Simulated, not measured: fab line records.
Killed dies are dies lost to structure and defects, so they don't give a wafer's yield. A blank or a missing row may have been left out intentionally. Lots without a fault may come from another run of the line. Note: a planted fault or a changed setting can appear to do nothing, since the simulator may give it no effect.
The tool behind it: which one? | flow n5Finfet | 8 lots with 22 wafers sampled at 9 steps, on a route of 1938 steps

WHAT THE GAUGES SHOWED, per wafer
N5_DUMMY_GATE_CD_MEAS_24 targets a cd of 15 nm.
lot  | measured    | on       | cdNm (nm)
L656 | day 2 23:43 | cdSem-02 | 14.6 15.6 15.1
L660 | day 3 23:57 | cdSem-03 | 15.4 15.8 15.1
L665 | day 5 05:27 | cdSem-02 | 15.0 15.0 15.1
L667 | day 5 18:49 | cdSem-03 | 15.3 15.4
L668 | day 6 01:10 | cdSem-02 | 15.2 15.4 15.3
L672 | day 6 22:31 | cdSem-02 | 14.7 14.5 15.0
L673 | day 7 04:28 | cdSem-02 | 14.9 14.7 15.8
L679 | day 8 20:34 | cdSem-01 | 15.1 15.0

N5_SD_EPI_N_INSPECT_26: inspects for defects (darkfield).
lot  | measured    | on               | rawDefectCount
L656 | day 3 05:09 | defectInspect-01 | 163 189 202
L660 | day 4 05:14 | defectInspect-01 | 221 210 218
L665 | day 5 11:16 | defectInspect-01 | 221 222 251
L667 | day 6 00:14 | defectInspect-01 | 184 227
L668 | day 6 07:24 | defectInspect-02 | 486 581 511
L672 | day 7 04:17 | defectInspect-01 | 173 223 183
L673 | day 7 09:41 | defectInspect-01 | 568 528 502
L679 | day 9 02:45 | defectInspect-01 | 128 213

N5_SD_EPI_P_INSPECT_11: inspects for defects (macro).
lot  | measured    | on               | rawDefectCount
L656 | day 3 05:37 | defectInspect-02 | 2 2 0
L660 | day 4 05:41 | defectInspect-01 | 0 1 3
L665 | day 5 11:36 | defectInspect-01 | 1 2 0
L667 | day 6 00:33 | defectInspect-01 | 0 2
L668 | day 6 07:44 | defectInspect-01 | >300 >300 >300
L672 | day 7 04:44 | defectInspect-02 | 1 5 3
L673 | day 7 10:08 | defectInspect-01 | >300 >300 >300
L679 | day 9 03:05 | defectInspect-01 | 0 2

N5_SD_EPI_P_INSPECT_26: inspects for defects (darkfield).
lot  | measured    | on               | rawDefectCount
L656 | day 3 09:54 | defectInspect-01 | 144 156 181
L660 | day 4 09:34 | defectInspect-01 | 254 173 294
L665 | day 5 15:22 | defectInspect-01 | 190 183 162
L667 | day 6 04:19 | defectInspect-01 | 182 208
L668 | day 6 11:31 | defectInspect-02 | 472 541 475
L672 | day 7 08:30 | defectInspect-01 | 134 176 148
L673 | day 7 13:58 | defectInspect-01 | 487 513 473
L679 | day 9 06:50 | defectInspect-01 | 97 193

N5_SD_ACTIVATION_INSPECT_02: inspects for defects (darkfield).
lot  | measured    | on               | rawDefectCount
L656 | day 3 10:39 | defectInspect-02 | 153 142 182
L660 | day 4 10:19 | defectInspect-01 | 244 184 289
L665 | day 5 16:11 | defectInspect-02 | 200 183 161
L667 | day 6 05:04 | defectInspect-02 | 177 217
L668 | day 6 12:17 | defectInspect-02 | 476 539 486
L672 | day 7 09:16 | defectInspect-01 | 143 168 141
L673 | day 7 14:44 | defectInspect-01 | 497 519 467
L679 | day 9 07:41 | defectInspect-02 | 89 188

N5_BEOL_M4_RC_MEAS_101.
lot  | measured     | on        | DIBL_N (mV/V)  | DIBL_P (mV/V)  | IOFF_N (nA/um)    | IOFF_P (nA/um) | ION_N (uA/um) | ION_P (uA/um) | SS_N (mV/dec)  | SS_P (mV/dec)  | VT_N (mV)   | VT_P (mV)
L656 | day 8 04:01  | prober-02 | 37.7 35.8 35.6 | 37.6 35.2 36.1 | 0.168 0.146 0.145 | 0.25 0.20 0.22 | 681 669 672   | 470 463 472   | 71.9 71.5 71.4 | 73.4 73.2 72.5 | 250 250 251 | -247 -248 -248
L660 | day 9 07:46  | prober-01 | 33.9 34.9 34.1 | 34.8 35.9 35.4 | 0.122 0.143 0.125 | 0.16 0.17 0.16 | 670 674 665   | 457 452 459   | 70.9 70.7 71.5 | 72.9 73.0 72.6 | 250 251 251 | -254 -252 -256
L665 | day 10 14:59 | prober-01 | 35.9 36.2 35.8 | 35.9 36.9 36.0 | 0.158 0.169 0.161 | 0.21 0.23 0.21 | 673 684 685   | 464 469 466   | 71.3 71.0 70.9 | 72.6 73.7 73.8 | 248 248 248 | -245 -248 -251
L667 | day 11 00:23 | prober-02 | 36.5 35.9      | 35.2 34.6      | 0.167 0.151       | 0.21 0.20      | 681 670       | 466 462       | 72.1 70.9      | 72.9 73.4      | 251 250     | -246 -248
L668 | day 10 20:46 | prober-01 | 37.1 34.2 35.5 | 37.8 34.8 36.5 | 0.177 0.128 0.145 | 0.23 0.18 0.20 | 667 677 672   | 458 467 459   | 71.3 71.8 71.3 | 74.7 73.7 74.1 | 248 252 251 | -248 -250 -253
L672 | day 11 23:43 | prober-01 | 37.7 36.0 36.5 | 38.6 35.8 38.0 | 0.218 0.172 0.196 | 0.29 0.23 0.28 | 700 676 706   | 484 465 489   | 72.0 71.6 72.4 | 74.3 72.8 73.7 | 244 245 245 | -243 -248 -243
L673 | day 12 20:54 | prober-01 | 34.6 36.3 35.0 | 35.8 37.8 36.7 | 0.160 0.185 0.175 | 0.20 0.24 0.22 | 672 692 701   | 456 470 472   | 71.6 71.3 71.0 | 73.2 73.8 73.5 | 247 245 246 | -250 -250 -250
L679 | day 14 09:00 | prober-02 | 35.6 35.0      | 35.7 34.9      | 0.151 0.137       | 0.21 0.19      | 666 675       | 465 472       | 71.9 71.3      | 73.4 72.8      | 251 256     | -251 -253

WHICH TOOL RAN EACH LOT (tool, then ch and the chambers of the sampled wafers, then the start)
lot  | N5_DUMMY_GATE_ETCH_42            | N5_SD_EPI_N_DESCUM_14            | N5_SD_EPI_N_SD_RECESS_17
L656 | rieDiel-06 ch 0,1,2, day 2 23:46 | rieDiel-04 ch 0,1,3, day 3 01:11 | rieSi-04 ch 0,2,3, day 3 01:52
L660 | rieDiel-05 ch 1,2,3, day 4 00:00 | rieDiel-02 ch 0,3, day 4 01:17   | rieSi-02 ch 0,1, day 4 01:58
L665 | rieDiel-01 ch 0,1,2, day 5 05:34 | rieDiel-02 ch 0,1,3, day 5 07:14 | rieSi-04 ch 1,2,3, day 5 07:55
L667 | rieDiel-01 ch 3, day 5 18:52     | rieDiel-03 ch 1,3, day 5 20:12   | rieSi-02 ch 0,2, day 5 20:53
L668 | rieDiel-05 ch 0,2,3, day 6 01:15 | rieDiel-04 ch 0,2,3, day 6 02:56 | rieSi-04 ch 1,2,3, day 6 03:38
L672 | rieDiel-01 ch 1,2,3, day 6 22:34 | rieDiel-04 ch 0,1,3, day 6 23:58 | rieSi-03 ch 0,2,3, day 7 00:39
L673 | rieDiel-06 ch 0,2, day 7 04:30   | rieDiel-02 ch 0,2, day 7 05:43   | rieSi-04 ch 0,2, day 7 06:23
L679 | rieDiel-06 ch 2, day 8 20:37     | rieDiel-03 ch 1,3, day 8 22:29   | rieSi-02 ch 2,3, day 8 23:10
- N5_DUMMY_GATE_ETCH_42: etches SiO2 in CHF3/O2, target depth 3.5 nm, time 31 s.
- N5_SD_EPI_N_DESCUM_14: chemistry O2, time 7.9 s.
- N5_SD_EPI_N_SD_RECESS_17: chemistry HBr/Cl2/O2, target depth 41 nm, time 23.7 s, bt time 3 s.

WHAT THE TOOLS THEMSELVES READ (means of the sampled wafers that have a number; where no wafer has one, the mark that the record gives instead)
N5_DUMMY_GATE_ETCH_42.
lot  | tool       | O2_flow_sccm (sccm) | drypumpMotorCurrentA (A) | oesProductAu (a.u.) | rfFwdPowerW (W) | rfVppV (V) | showerheadPlenumPTorr (Torr) | throttleValvePct (%)
L656 | rieDiel-06 | 4.990               | 5.56                     | 0.73                | 594.5           | 41.5       | 2.48                         | 18.88
L660 | rieDiel-05 | 5.007               | 5.46                     | 0.82                | 593.2           | 43.7       | 2.42                         | 18.69
L665 | rieDiel-01 | 5.013               | 5.76                     | 0.69                | 593.6           | 42.3       | 2.44                         | 18.92
L667 | rieDiel-01 | 5.002               | 5.73                     | 0.78                | 592.9           | 42.8       | 2.50                         | 18.55
L668 | rieDiel-05 | 5.016               | 5.72                     | 0.78                | 594.7           | 43.3       | 2.46                         | 18.82
L672 | rieDiel-01 | 5.012               | 5.66                     | 0.72                | 594.1           | 42.2       | 2.45                         | 18.78
L673 | rieDiel-06 | 4.996               | 5.66                     | 0.73                | 594.9           | 42.6       | 2.44                         | 18.91
L679 | rieDiel-06 | 4.994               | 5.55                     | 0.72                | 594.5           | 41.5       | 2.40                         | 18.97

N5_SD_EPI_N_DESCUM_14.
lot  | tool       | drypumpMotorCurrentA (A) | oesProductAu (a.u.) | rfFwdPowerW (W) | rfVppV (V) | showerheadPlenumPTorr (Torr) | throttleValvePct (%)
L656 | rieDiel-04 | 5.7                      | 0.73                | 49.41           | 243.5      | 2.10                         | 20.56
L660 | rieDiel-02 | 5.2                      | 0.72                | 49.74           | 241.4      | 1.98                         | 20.72
L665 | rieDiel-02 | 5.6                      | 0.82                | 49.36           | 242.4      | 2.09                         | 20.38
L667 | rieDiel-03 | 5.2                      | 0.80                | 49.36           | 244.2      | 2.12                         | 20.24
L668 | rieDiel-04 | 5.4                      | 0.70                | 49.47           | 242.8      | 2.06                         | 20.54
L672 | rieDiel-04 | 5.7                      | 0.71                | 49.33           | 243.4      | 2.09                         | 20.61
L673 | rieDiel-02 | 5.1                      | 0.81                | 49.64           | 242.1      | 2.02                         | 20.48
L679 | rieDiel-03 | 5.2                      | 0.77                | 49.40           | 242.5      | 2.10                         | 20.29

N5_SD_EPI_N_SD_RECESS_17.
lot  | tool     | HBr_flow_sccm (sccm) | O2_flow_sccm (sccm) | drypumpMotorCurrentA (A) | oesProductAu (a.u.) | rfFwdPowerW (W) | throttleValvePct (%)
L656 | rieSi-04 | 150.4                | 12.00               | 5.9                      | 0.995               | 795.5           | 37.1
L660 | rieSi-02 | 150.2                | 11.99               | 5.6                      | 0.988               | 792.7           | 37.0
L665 | rieSi-04 | 149.6                | 12.01               | 5.9                      | 0.992               | 794.1           | 37.1
L667 | rieSi-02 | 149.7                | 11.98               | 5.1                      | 0.996               | 795.1           | 37.3
L668 | rieSi-04 | 149.6                | 11.99               | 5.9                      | 0.992               | 793.7           | 37.1
L672 | rieSi-03 | 150.2                | 11.99               | 6.0                      | 1.010               | 799.0           | 36.8
L673 | rieSi-04 | 150.0                | 11.98               | 6.0                      | 1.010               | 795.5           | 37.6
L679 | rieSi-02 | 149.9                | 12.02               | 5.3                      | 1.022               | 795.2           | 37.0

THE ANSWER, worked out from the rows above alone
Rule: what is usual is taken from the lots themselves. The widest of any qualifying gaps counts: lots, ordered by their means at a reading, are off when they make up no more than a third of the lots, leave a main group of 4 or more, and stand apart from it by 3 or more times the standard deviation of that group's means. A main group whose means are all the same, to the digits that the tables above print for the reading, isn't used. Also off: a lot with no number at a reading for which 4 or more lots have one. The other lots that the step has rows for count as sound. Order of review: gauges by route order, followed by the tools' own readings, for which a lot's mean as printed above is used. The first step at which some lot is off is used, and at that step the reading that is off furthest; a lot without a number counts as furthest.
Off, at N5_SD_EPI_N_INSPECT_26 on rawDefectCount: L668, L673. For the main group the mean is 200 and the standard deviation 20.
A tool fits if, at a process step before that reading, it ran every lot that is off, and no sound lot after the first of them. Gauges at N5_SD_EPI_N_INSPECT_26: tried the same way as those tools. One candidate fits, namely rieSi-04 at N5_SD_EPI_N_SD_RECESS_17. Its last sound lot is L665 (day 5 07:55), its first lot that is off L668 (day 6 03:38): a fault that began between those two fits.

WHAT THE SIMULATOR HAD PUT IN
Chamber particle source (rieSi-04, N5_SD_EPI_N_SD_RECESS_17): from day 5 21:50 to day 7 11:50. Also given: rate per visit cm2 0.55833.
Struck lots among those shown: L668, L673. The same result came from the rule above.
